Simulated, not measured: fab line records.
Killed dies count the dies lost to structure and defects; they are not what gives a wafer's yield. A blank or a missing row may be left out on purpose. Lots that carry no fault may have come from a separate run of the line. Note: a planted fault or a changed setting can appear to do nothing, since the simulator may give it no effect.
Split-lot experiment -- flow n5Finfet -- 21 wafers read from 7 lots, route of 1938 steps

== SPLIT DETAILS ==
At N5_BEOL_M7_COAT_60 (time 60 s, resist thk 35 nm), the setting spinRpm was moved away from the recipe's 1500 rpm on 6 of the 21 wafers read, by -3.5% to +10.7%. This setting was run at the recipe's value on the other wafers.

== FROM THE SPLIT TO THE READING: what the file shows between them, 3 steps ==
- N5_BEOL_M7_COAT_05: resist thk 90 nm
- N5_BEOL_M7_EBR_07
- N5_BEOL_M7_DESCUM_16: chemistry O2, time 7.9 s

== THE READING ==
etch.depthNm (the simulator's own value, which no gauge read), in nm, at N5_BEOL_M7_ETCH_61 (etches SiARC in CF4, target depth 45.5 nm, time 75.8 s). The file gives no usual value for it. Here, 15 wafers ran the recipe; their average is 35.14 nm with a standard deviation of 0.11 nm.

wafer,"tool, chamber at the split","spinRpm as run, rpm",against the recipe,"etch.depthNm, nm",against lot-mates on the recipe
L080.1,"lithoTrack-01, 0",1500,recipe,35.28,-
L080.2,"lithoTrack-01, 0",1500,recipe,35.33,-
L080.4,"lithoTrack-01, 0",1500,recipe,35.3,-
L087.1,"lithoTrack-03, 0",1448,-3.5%,35.73,+0.64
L087.5,"lithoTrack-03, 0",1500,recipe,35.09,-
L087.6,"lithoTrack-03, 0",1448,-3.5%,35.65,+0.56
L089.1,"lithoTrack-03, 0",1660,+10.7%,33.3,-1.73
L089.3,"lithoTrack-03, 0",1660,+10.7%,33.47,-1.56
L089.4,"lithoTrack-03, 0",1500,recipe,35.03,-
L093.1,"lithoTrack-03, 0",1500,recipe,35.16,-
L093.2,"lithoTrack-03, 0",1500,recipe,35.09,-
L093.5,"lithoTrack-03, 0",1500,recipe,35.2,-
L091.1,"lithoTrack-01, 0",1500,recipe,35.16,-
L091.3,"lithoTrack-01, 0",1500,recipe,35.22,-
L091.5,"lithoTrack-01, 0",1500,recipe,35.2,-
L095.2,"lithoTrack-01, 0",1500,recipe,35.15,-
L095.3,"lithoTrack-01, 0",1566,+4.4%,34.27,-0.88
L095.6,"lithoTrack-01, 0",1566,+4.4%,34.26,-0.89
L092.3,"lithoTrack-03, 0",1500,recipe,35,-
L092.4,"lithoTrack-03, 0",1500,recipe,34.98,-
L092.5,"lithoTrack-03, 0",1500,recipe,34.96,-

THE FIT
A straight line over all 21 wafers: etch.depthNm changes by -0.168 nm for each +1% of spinRpm; r = -0.98; the points scatter about the line by 0.11 nm.
The same after taking each lot's own level away (the mean of its wafers on the recipe; 21 wafers): -0.162 nm for each +1%; r = -0.99; scatter 0.074 nm.
On that fit, the largest move of spinRpm shifts the reading by 1.7 nm.
The span of the lots' own levels, 34.980 to 35.303 nm, comes to 2.9 times the standard deviation stated above.
Hence the lot-to-lot level has little effect on the slope; both slopes agree.
Check: -1.73 nm against its lot-mates is what the line predicts for one of the wafers moved furthest among these (+10.7%) when that wafer is left out of the fit. It came out at -1.73 nm against them.

== FURTHER SPLITS ON THESE WAFERS ==
Note: prior to the reading, these wafers also went through further splits. Each is held against what the fit with the lots' levels taken away leaves over:
other split on the same wafers,wafers away from the commonest value,r with etch.depthNm (lot level and that fit taken away)
N5_BEOL_M5_EXPOSE_08 doseMj,6,-0.03
N5_BEOL_M6_PECVD_70 tempC,8,+0.08
N5_BEOL_M7_HM_DEP_02 targetThkA,9,-0.47

== THE WHOLE CHAIN: every reading that the file lists as answering this split, in the file's order ==
step,what it does,reading,change (the file's fit),r (the file's)
N5_BEOL_M7_COAT_60,"time 60 s, resist thk 35 nm","SiARC_of_BEOL_M7_COAT_60.thkNm (the simulator's own value, which no gauge read)",-0.165 nm for each +1% of the setting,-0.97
N5_BEOL_M7_ETCH_61,"etches SiARC in CF4, target depth 45.5 nm, time 75.8 s","CAR-ArF_of_BEOL_M7_COAT_05.thkNm (the simulator's own value, which no gauge read)",+0.162 nm for each +1% of the setting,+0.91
N5_BEOL_M7_ETCH_61,"etches SiARC in CF4, target depth 45.5 nm, time 75.8 s","etch.depthNm (the simulator's own value, which no gauge read)",-0.162 nm for each +1% of the setting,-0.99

== THE FILE'S OWN FIT ==
etch.depthNm changes by -0.162 nm for each +1% of spinRpm, r = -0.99.
